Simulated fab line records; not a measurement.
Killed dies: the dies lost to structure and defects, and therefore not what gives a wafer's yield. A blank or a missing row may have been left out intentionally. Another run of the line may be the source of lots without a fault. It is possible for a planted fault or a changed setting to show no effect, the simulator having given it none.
Chamber matching	flow nandHarc	4 sister chambers for NHARC_A_BONDPAD_CMP_29 on cmp-01
The step polishes SiCN, target thk 200 nm. 4 wafers are shown with their chamber, then 8 later ones without.

WAFERS, EACH WITH ITS CHAMBER
wafer	chamber	motorCurrentA (A)
L084.2	2	12.3
L086.4	0	10.9
L086.6	1	12.1
L088.1	3	12.4

WAFERS WHOSE CHAMBER IS MISSING
wafer	motorCurrentA (A)
L088.4	12.0
L088.5	10.9
L091.2	10.9
L091.3	11.0
L091.6	11.6
L094.1	12.0
L094.2	10.6
L094.5	12.8

THE CHAMBER EACH PASSED THROUGH
wafer	from the rows above	in truth
L088.4	can't be placed: 1 or 2 or 3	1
L088.5	0	0
L091.2	0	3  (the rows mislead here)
L091.3	0	0
L091.6	can't be placed: 1 or 0 or 2 or 3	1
L094.1	can't be placed: 1 or 2 or 3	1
L094.2	0	0
L094.5	can't be placed: 3 or 2 or 1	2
3 of 8 placed correctly. Can't be placed from these rows: 4 (the true chamber is among the candidates in 4). Number placed wrongly: 1.
How it was worked out, from the rows above alone: a wafer's distance from a chamber is the root of the sum, over the readings, of the square of ((its reading less the chamber's mean) divided by the reading's scatter). The wafer belongs to the nearest chamber; if the next one is less than 2 further off, it can't be placed. Each chamber's mean is taken over the wafers shown for it. The scatter (one wafer shown for each chamber): square how far every hidden wafer sits from the nearest shown wafer, average those squares and take the square root.
